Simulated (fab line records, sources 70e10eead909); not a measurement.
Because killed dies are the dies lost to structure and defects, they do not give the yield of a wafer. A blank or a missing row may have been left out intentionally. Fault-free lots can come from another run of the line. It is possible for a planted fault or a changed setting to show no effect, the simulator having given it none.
Which tool was responsible? | flow nand_harc | 12 lots with 36 wafers sampled at 6 steps, on a route of 1159 steps

## WHAT THE GAUGES READ, wafer by wafer
NHARC_A_M0_INSPECT_11.
lot  | measured     | on                | raw_defect_count
L075 | day 18 03:21 | defect_inspect-01 | 28 27 30
L076 | day 18 08:07 | defect_inspect-01 | 19 19 23
L081 | day 19 04:59 | defect_inspect-02 | 28 30 17
L079 | day 19 16:52 | defect_inspect-02 | 10 7 5
L082 | day 19 21:50 | defect_inspect-01 | 23 25 26
L085 | day 20 08:41 | defect_inspect-02 | 56 59 60
L087 | day 21 08:21 | defect_inspect-01 | 49 46 43
L090 | day 22 00:31 | defect_inspect-02 | 25 28 32
L091 | day 22 05:16 | defect_inspect-02 | 56 36 42
L092 | day 22 20:34 | defect_inspect-02 | 11 11 22
L096 | day 23 06:46 | defect_inspect-02 | 31 60 47
L095 | day 23 07:46 | defect_inspect-01 | 30 30 24

## WHICH TOOL RAN EACH LOT (tool, then ch and the chambers of the sampled wafers, then the start)
lot  | NHARC_A_CONTACT_ETCH_97                       | NHARC_A_CONTACT_STRIP_82                      | NHARC_A_CONTACT_DEP_84        | NHARC_A_CONTACT_ETCH_88            | NHARC_A_CONTACT_ALD_18
L075 | rie_diel-05 ch 2,3, day 17 12:16 or earlier   | rie_diel-05 ch 0,1,2, day 17 12:16 or earlier | acl_dep-02 ch 0, day 17 12:16 | rie_diel-02 ch 0,3, day 17 14:20   | ald_metal-04 ch 0,1,2, day 17 17:56
L076 | rie_diel-04 ch 0,1,2, day 17 13:48            | rie_diel-04 ch 0,1, day 17 15:07 or earlier   | acl_dep-02 ch 0, day 17 15:07 | rie_diel-02 ch 0,1,2, day 17 17:38 | ald_metal-02 ch 0,2, day 17 21:08
L081 | rie_diel-04 ch 1,2, day 18 15:29 or earlier   | rie_diel-05 ch 2,3, day 18 15:29 or earlier   | acl_dep-02 ch 0, day 18 15:29 | rie_diel-05 ch 1,2,3, day 18 17:37 | ald_metal-02 ch 0,1,2, day 18 20:49
L079 | rie_diel-04 ch 1,2,3, day 18 22:52 or earlier | rie_diel-02 ch 0,1,2, day 18 22:52 or earlier | acl_dep-03 ch 0, day 18 22:52 | rie_diel-04 ch 0,1,2, day 19 00:49 | ald_metal-02 ch 0,2,3, day 19 03:58
L082 | rie_diel-04 ch 2,3, day 19 04:09              | rie_diel-02 ch 0,2, day 19 05:29 or earlier   | acl_dep-02 ch 0, day 19 05:29 | rie_diel-05 ch 0,1, day 19 07:24   | ald_metal-01 ch 0,1, day 19 10:59
L085 | rie_diel-04 ch 0,1, day 19 19:58 or earlier   | rie_diel-04 ch 0,1, day 19 19:58 or earlier   | acl_dep-03 ch 0, day 19 19:58 | rie_diel-05 ch 0,2, day 19 21:59   | ald_metal-04 ch 0,1,3, day 20 01:22
L087 | rie_diel-05 ch 0,2,3, day 20 06:37 or earlier | rie_diel-04 ch 1,2, day 20 06:37 or earlier   | acl_dep-03 ch 0, day 20 06:37 | rie_diel-04 ch 1,2, day 20 08:34   | ald_metal-01 ch 0,1,3, day 20 12:27
L090 | rie_diel-05 ch 0,3, day 21 05:41 or earlier   | rie_diel-04 ch 0,2,3, day 21 05:41 or earlier | acl_dep-02 ch 0, day 21 05:41 | rie_diel-02 ch 0,1,3, day 21 08:07 | ald_metal-01 ch 1,2,3, day 21 11:23
L091 | rie_diel-02 ch 0,2,3, day 21 17:00 or earlier | rie_diel-02 ch 0,2,3, day 21 17:00 or earlier | acl_dep-01 ch 0, day 21 17:00 | rie_diel-02 ch 0,2,3, day 21 19:05 | ald_metal-04 ch 0,3, day 21 22:32
L092 | rie_diel-05 ch 1,2,3, day 22 00:37 or earlier | rie_diel-05 ch 0,2,3, day 22 00:37 or earlier | acl_dep-03 ch 0, day 22 00:37 | rie_diel-04 ch 0,1,2, day 22 02:59 | ald_metal-02 ch 1,2,3, day 22 06:37
L096 | rie_diel-04 ch 0,2, day 22 09:16 or earlier   | rie_diel-04 ch 0,2, day 22 09:16 or earlier   | acl_dep-02 ch 0, day 22 09:16 | rie_diel-02 ch 0,2, day 22 11:19   | ald_metal-02 ch 1,3, day 22 14:55
L095 | rie_diel-05 ch 1,3, day 22 14:28 or earlier   | rie_diel-04 ch 0,1, day 22 14:28 or earlier   | acl_dep-02 ch 0, day 22 14:28 | rie_diel-04 ch 0,1, day 22 16:38   | ald_metal-02 ch 2,3, day 22 20:07
- NHARC_A_CONTACT_ETCH_97: etches the open film in C4F6/O2, target depth 20 nm, time 10 s.
- NHARC_A_CONTACT_STRIP_82: strips in O2.
- NHARC_A_CONTACT_DEP_84: deposits aC, target thk 2000 nm.
- NHARC_A_CONTACT_ETCH_88: etches the open film in CF4, target depth 39 nm, time 65 s.
- NHARC_A_CONTACT_ALD_18: deposits TiN, target thk 3 nm, pulse time 1 s, ald cycles 150.

## THE ANSWER, worked out from the rows above alone
Rule: the usual values come from the lots themselves. The widest of any qualifying gaps counts: lots, ordered by their means at a reading, are off when they make up no more than a third of the lots, leave a main group of 4 or more, and stand apart from it by 3 or more times the standard deviation of that group's means. The tables above print the reading to a certain number of digits; a main group whose means all agree to those digits is not used. Also off: a lot with no number at a reading for which 4 or more lots have one. Any other lot the step has rows for is counted as sound.
No lot is off at any reading shown: from this, nothing can be told.

## WHAT THE SIMULATOR HAD INSERTED
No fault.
